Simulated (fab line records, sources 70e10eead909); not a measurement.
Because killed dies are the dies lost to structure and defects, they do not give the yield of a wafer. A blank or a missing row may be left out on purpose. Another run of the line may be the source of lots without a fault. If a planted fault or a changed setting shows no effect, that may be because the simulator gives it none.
Chamber matching :: flow nandHarc :: NHARC_A_SGD_CUT_ETCH_58 on rieDiel-03 has 4 sister chambers
The step etches the open film in CF4, target depth 39 nm, time 65 s. 4 wafers are shown with their chamber, then 7 later ones without.

## WAFERS WITH THEIR CHAMBER
wafer: L985.2
chamber: 2
drypumpMotorCurrentA (A): 5.8

wafer: L987.1
chamber: 3
drypumpMotorCurrentA (A): 5.5

wafer: L987.6
chamber: 1
drypumpMotorCurrentA (A): 4.6

wafer: L989.5
chamber: 0
drypumpMotorCurrentA (A): 4.8

## WAFERS WITHOUT THEIR CHAMBER
wafer: L989.6
drypumpMotorCurrentA (A): 5.6

wafer: L992.2
drypumpMotorCurrentA (A): 4.6

wafer: L992.5
drypumpMotorCurrentA (A): 4.6

wafer: L992.6
drypumpMotorCurrentA (A): 5.8

wafer: L103.3
drypumpMotorCurrentA (A): 5.6

wafer: L103.5
drypumpMotorCurrentA (A): 5.6

wafer: L103.6
drypumpMotorCurrentA (A): 4.8

## CHAMBER TAKEN BY EACH
wafer: L989.6
from the rows above: can't be placed: 3 or 2
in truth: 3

wafer: L992.2
from the rows above: 1
in truth: 1

wafer: L992.5
from the rows above: 1
in truth: 1

wafer: L992.6
from the rows above: 2
in truth: 2

wafer: L103.3
from the rows above: can't be placed: 3 or 2
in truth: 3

wafer: L103.5
from the rows above: can't be placed: 3 or 2
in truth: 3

wafer: L103.6
from the rows above: 0
in truth: 0
Correctly placed: 4 of 7. Unplaceable from these rows: 3, with the true chamber sitting among the candidates in 3. 0 placed wrongly.
How it was worked out, from the rows above alone: a wafer's distance from a chamber is the root of the sum, over the readings, of the square of ((its reading less the chamber's mean) divided by the reading's scatter). If the next closest chamber is less than 2 further off than the closest, the wafer can't be placed; otherwise it belongs to the closest. The mean given for a chamber averages the wafers shown for that chamber. The scatter: with one shown wafer a chamber, the root of the mean of the squares of how far each hidden wafer lies from its nearest shown one.
